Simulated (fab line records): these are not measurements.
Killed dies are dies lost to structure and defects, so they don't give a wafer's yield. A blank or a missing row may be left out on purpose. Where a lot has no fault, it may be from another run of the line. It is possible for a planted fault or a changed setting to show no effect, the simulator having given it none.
Matching of chambers | flow nand harc | rie diel-05 running NHARC_A_STAIRCASE_ETCH_444: 4 sister chambers
The step etches the open film in C4F8/O2, target depth 20400 nm, time 6800 s. 18 wafers are shown with their chamber, then 9 later ones without.

## EACH WAFER AND ITS CHAMBER
wafer  | chamber | rf vpp V (V) | oes product au (a.u.)
L074.2 | 2       | 817          | 0.986
L074.3 | 0       | 804          | 0.988
L074.5 | 3       | 805          | 0.964
L077.3 | 3       | 804          | 0.967
L077.4 | 0       | 803          | 0.989
L077.5 | 3       | 807          | 0.977
L079.1 | 2       | 814          | 0.970
L079.4 | 3       | 806          | 0.924
L079.5 | 1       | 813          | 0.943
L082.2 | 0       | 803          | 0.928
L082.1 | 3       | 805          | 0.927
L082.4 | 3       | 805          | 0.926
L085.3 | 1       | 814          | 0.916
L085.5 | 2       | 814          | 0.957
L085.6 | 1       | 812          | 0.917
L086.3 | 2       | 814          | 0.946
L086.5 | 1       | 812          | 0.919
L086.6 | 0       | 801          | 0.930

SIGNATURES (means of the wafers above)
reading        | chamber 0 | chamber 1 | chamber 2 | chamber 3 | scatter within a chamber
rf vpp V       | 802.75    | 812.75    | 814.75    | 805.33    | 1.18
oes product au | 0.95875   | 0.92375   | 0.96475   | 0.94750   | 0.0237
Rule: a wafer's distance from a chamber is the root of the sum, over the readings, of the square of ((its reading less the chamber's mean) divided by the reading's scatter). If the next closest chamber is less than 2 further off than the closest, the wafer can't be placed; otherwise it belongs to the closest. The scatter: take each reading less its chamber's mean, square it, sum over the shown wafers, divide by the number of wafers less the number of chambers, and take the root.

## WAFERS WITH NO CHAMBER GIVEN
wafer  | rf vpp V (V) | oes product au (a.u.)
L089.3 | 805          | 0.930
L089.5 | 805          | 0.926
L089.6 | 812          | 0.965
L093.1 | 804          | 0.929
L093.2 | 811          | 0.949
L093.6 | 805          | 0.923
L095.3 | 813          | 0.948
L095.5 | 812          | 0.950
L095.6 | 802          | 0.914

## CHAMBER TAKEN BY EACH
wafer  | from the rows above     | in truth
L089.3 | can't be placed: 3 or 0 | 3
L089.5 | can't be placed: 3 or 0 | 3
L089.6 | can't be placed: 1 or 2 | 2
L093.1 | can't be placed: 3 or 0 | 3
L093.2 | can't be placed: 1 or 2 | 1
L093.6 | can't be placed: 3 or 0 | 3
L095.3 | can't be placed: 1 or 2 | 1
L095.5 | can't be placed: 1 or 2 | 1
L095.6 | can't be placed: 0 or 3 | 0
0 of 9 placed correctly. These rows do not allow placing 9 (true chamber among the candidates in 9). Wrongly placed: 0.
